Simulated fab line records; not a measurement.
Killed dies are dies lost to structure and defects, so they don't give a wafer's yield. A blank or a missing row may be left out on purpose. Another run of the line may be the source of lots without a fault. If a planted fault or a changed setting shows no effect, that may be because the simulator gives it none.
Matching of chambers || flow nandHarc || NHARC_A_CHANNEL_FILL_D2_ALD_25 on aldHk-02 has 4 sister chambers
The step deposits SiOx, target thk 60 nm, pulse time 10 s, ald cycles 600. 22 wafers are shown with their chamber, then 11 later ones without.

## WAFERS WITH THEIR CHAMBER
{"wafer": "L074.1", "chamber": 2, "heaterPowerW (W)": 436, "precursorPulseHeightRel": 1.004}
{"wafer": "L074.3", "chamber": 3, "heaterPowerW (W)": 398, "precursorPulseHeightRel": 1.018}
{"wafer": "L074.4", "chamber": 1, "heaterPowerW (W)": 490, "precursorPulseHeightRel": 1.035}
{"wafer": "L076.1", "chamber": 3, "heaterPowerW (W)": 384, "precursorPulseHeightRel": 0.971}
{"wafer": "L076.2", "chamber": 2, "heaterPowerW (W)": 439, "precursorPulseHeightRel": 0.967}
{"wafer": "L076.3", "chamber": 1, "heaterPowerW (W)": 461, "precursorPulseHeightRel": 0.967}
{"wafer": "L079.4", "chamber": 3, "heaterPowerW (W)": 386, "precursorPulseHeightRel": 1.000}
{"wafer": "L079.2", "chamber": 0, "heaterPowerW (W)": 523, "precursorPulseHeightRel": 1.020}
{"wafer": "L079.3", "chamber": 1, "heaterPowerW (W)": 459, "precursorPulseHeightRel": 0.986}
{"wafer": "L079.1", "chamber": 2, "heaterPowerW (W)": 441, "precursorPulseHeightRel": 0.978}
{"wafer": "L079.6", "chamber": 3, "heaterPowerW (W)": 392, "precursorPulseHeightRel": 1.013}
{"wafer": "L079.5", "chamber": 0, "heaterPowerW (W)": 514, "precursorPulseHeightRel": 1.019}
{"wafer": "L081.3", "chamber": 3, "heaterPowerW (W)": 396, "precursorPulseHeightRel": 0.971}
{"wafer": "L081.1", "chamber": 1, "heaterPowerW (W)": 450, "precursorPulseHeightRel": 0.977}
{"wafer": "L081.5", "chamber": 3, "heaterPowerW (W)": 385, "precursorPulseHeightRel": 0.961}
{"wafer": "L083.2", "chamber": 1, "heaterPowerW (W)": 472, "precursorPulseHeightRel": 1.042}
{"wafer": "L083.4", "chamber": 2, "heaterPowerW (W)": 433, "precursorPulseHeightRel": 1.000}
{"wafer": "L083.5", "chamber": 1, "heaterPowerW (W)": 471, "precursorPulseHeightRel": 1.000}
{"wafer": "L084.4", "chamber": 2, "heaterPowerW (W)": 443, "precursorPulseHeightRel": 0.971}
{"wafer": "L084.2", "chamber": 3, "heaterPowerW (W)": 383, "precursorPulseHeightRel": 0.970}
{"wafer": "L084.1", "chamber": 1, "heaterPowerW (W)": 476, "precursorPulseHeightRel": 0.991}
{"wafer": "L084.3", "chamber": 0, "heaterPowerW (W)": 517, "precursorPulseHeightRel": 1.027}

SIGNATURES (averages over the wafers above)
{"reading": "heaterPowerW", "chamber 0": 518.00, "chamber 1": 468.43, "chamber 2": 438.40, "chamber 3": 389.14, "scatter within a chamber": 8.68}
{"reading": "precursorPulseHeightRel", "chamber 0": 1.02200, "chamber 1": 0.99971, "chamber 2": 0.98400, "chamber 3": 0.98629, "scatter within a chamber": 0.0228}
Rule: a wafer's distance from a chamber is the root of the sum, over the readings, of the square of ((its reading less the chamber's mean) divided by the reading's scatter). If the next closest chamber is less than 2 further off than the closest, the wafer can't be placed; otherwise it belongs to the closest. The scatter is the square root of a quotient: the sum, over the shown wafers, of each reading's squared deviation from its chamber's mean, divided by wafers minus chambers.

## WAFERS WITH NO CHAMBER GIVEN
{"wafer": "L084.5", "heaterPowerW (W)": 440, "precursorPulseHeightRel": 0.978}
{"wafer": "L084.6", "heaterPowerW (W)": 387, "precursorPulseHeightRel": 0.987}
{"wafer": "L086.1", "heaterPowerW (W)": 381, "precursorPulseHeightRel": 1.041}
{"wafer": "L086.4", "heaterPowerW (W)": 510, "precursorPulseHeightRel": 0.992}
{"wafer": "L086.5", "heaterPowerW (W)": 447, "precursorPulseHeightRel": 1.011}
{"wafer": "L090.1", "heaterPowerW (W)": 445, "precursorPulseHeightRel": 1.023}
{"wafer": "L090.4", "heaterPowerW (W)": 459, "precursorPulseHeightRel": 1.010}
{"wafer": "L090.5", "heaterPowerW (W)": 440, "precursorPulseHeightRel": 0.986}
{"wafer": "L094.1", "heaterPowerW (W)": 491, "precursorPulseHeightRel": 1.015}
{"wafer": "L094.2", "heaterPowerW (W)": 441, "precursorPulseHeightRel": 1.007}
{"wafer": "L094.3", "heaterPowerW (W)": 375, "precursorPulseHeightRel": 1.008}

## WHICH CHAMBER EACH WENT THROUGH
{"wafer": "L084.5", "from the rows above": 2, "in truth": 2}
{"wafer": "L084.6", "from the rows above": 3, "in truth": 3}
{"wafer": "L086.1", "from the rows above": 3, "in truth": 3}
{"wafer": "L086.4", "from the rows above": 0, "in truth": 0}
{"wafer": "L086.5", "from the rows above": "can't be placed: 2 or 1", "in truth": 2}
{"wafer": "L090.1", "from the rows above": "can't be placed: 2 or 1", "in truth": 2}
{"wafer": "L090.4", "from the rows above": "can't be placed: 1 or 2", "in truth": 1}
{"wafer": "L090.5", "from the rows above": 2, "in truth": 2}
{"wafer": "L094.1", "from the rows above": "can't be placed: 1 or 0", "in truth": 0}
{"wafer": "L094.2", "from the rows above": 2, "in truth": 2}
{"wafer": "L094.3", "from the rows above": 3, "in truth": 3}
7 of 11 placed correctly. These rows do not allow placing 4 (true chamber among the candidates in 4). Wrongly placed: 0.
